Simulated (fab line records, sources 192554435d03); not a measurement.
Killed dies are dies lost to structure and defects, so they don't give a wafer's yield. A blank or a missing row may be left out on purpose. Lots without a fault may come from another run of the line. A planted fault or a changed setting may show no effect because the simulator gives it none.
Split-lot experiment | flow n5_finfet | 7 lots, 21 wafers read, on a route of 1938 steps

THE SPLIT
At N5_BEOL_M8_ETCH_65 (etches SiARC in CF4, target depth 15.6 nm, time 26 s), the setting source_w was moved away from the recipe's 545 W on 5 of the 21 wafers read, by -7.5% to +15.2%. The other wafers ran this setting at the recipe's value.

The reading is taken at the split's own step.

THE READING
rf_vpp_V, in V, at N5_BEOL_M8_ETCH_65 (etches SiARC in CF4, target depth 15.6 nm, time 26 s). Fault-free wafers of this fab line usually give 183.8 V, standard deviation 1.2 V.

wafer  | tool, chamber at the split | source_w as run, W | against the recipe | rf_vpp_V, V | against lot-mates on the recipe
L075.1 | rie_diel-06, 1             | 545                | recipe             | 183.1       | -
L075.3 | rie_diel-06, 3             | 545                | recipe             | 182.6       | -
L075.4 | rie_diel-06, 2             | 545                | recipe             | 185.9       | -
L076.1 | rie_diel-06, 2             | 545                | recipe             | 184.8       | -
L076.2 | rie_diel-06, 1             | 545                | recipe             | 182.7       | -
L076.6 | rie_diel-06, 2             | 504.1              | -7.5%              | 190.0       | +6.2
L077.2 | rie_diel-05, 0             | 545                | recipe             | 184.2       | -
L077.5 | rie_diel-05, 0             | 586.2              | +7.6%              | 177.9       | -6.3
L077.6 | rie_diel-05, 2             | 586.2              | +7.6%              | 179.9       | -4.3
L080.4 | rie_diel-06, 1             | 545                | recipe             | 183.1       | -
L080.5 | rie_diel-06, 1             | 545                | recipe             | 183.3       | -
L080.6 | rie_diel-06, 0             | 545                | recipe             | 184.1       | -
L087.1 | rie_diel-05, 3             | 545                | recipe             | 186.6       | -
L087.2 | rie_diel-05, 2             | 545                | recipe             | 185.5       | -
L087.4 | rie_diel-05, 0             | 545                | recipe             | 185.0       | -
L089.2 | rie_diel-01, 0             | 545                | recipe             | 183.2       | -
L089.3 | rie_diel-01, 2             | 587.2              | +7.7%              | 178.6       | -5.1
L089.5 | rie_diel-01, 1             | 545                | recipe             | 184.2       | -
L090.1 | rie_diel-06, 2             | 545                | recipe             | 186.3       | -
L090.2 | rie_diel-06, 3             | 545                | recipe             | 185.4       | -
L090.4 | rie_diel-06, 0             | 628                | +15.2%             | 175.1       | -10.8

THE FIT
A straight line over all 21 wafers: rf_vpp_V changes by -0.673 V for each +1% of source_w; r = -0.93; the points scatter about the line by 1.2 V.
The same after taking each lot's own level away (the mean of its wafers on the recipe; 21 wafers): -0.72 V for each +1%; r = -0.97; scatter 0.86 V.
On that fit, the largest move of source_w shifts the reading by 11 V.
The lots' own levels span 183.50 to 185.85 V, that is 2.0 times the standard deviation above.
So the lot-to-lot level changes the slope little: the two slopes agree.
Check: with one of the wafers moved furthest among these (+15.2%) left out of the fit, the line predicts -11 V for it against its lot-mates. It came out at -10.8 V against them.
Tool readings at the split's step, against how far the setting was moved: etch_rf_on_time_s r = -0.94; rf_vpp_V r = -0.93.

OTHER SPLITS ON THESE WAFERS
These wafers also went through other splits before the reading. Each is held against what the fit with the lots' levels taken away leaves over:
other split on the same wafers    | wafers away from the commonest value | r with rf_vpp_V (lot level and that fit taken away)
N5_BEOL_M5_HM_DEP_02 target_thk_a | 11                                   | +0.06
N5_BEOL_M5_ETCH_41 source_w       | 7                                    | -0.15
N5_BEOL_M7_PECVD_70 temp_c        | 6                                    | +0.11
N5_BEOL_M7_HM_DEP_02 target_thk_a | 9                                    | -0.12
N5_BEOL_M7_DESCUM_33 time_s       | 11                                   | -0.25
N5_BEOL_M7_VIA_ETCH_34 source_w   | 6                                    | +0.01

THE WHOLE CHAIN: every reading that the file lists as answering this split, in the file's order
step               | what it does                                         | reading           | change (the file's fit)              | r (the file's)
N5_BEOL_M8_ETCH_65 | etches SiARC in CF4, target depth 15.6 nm, time 26 s | etch_rf_on_time_s | withheld for each +1% of the setting | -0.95
N5_BEOL_M8_ETCH_65 | etches SiARC in CF4, target depth 15.6 nm, time 26 s | rf_vpp_V          | -0.714 V for each +1% of the setting | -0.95

THE FILE'S OWN FIT
rf_vpp_V changes by -0.714 V for each +1% of source_w, r = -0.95.
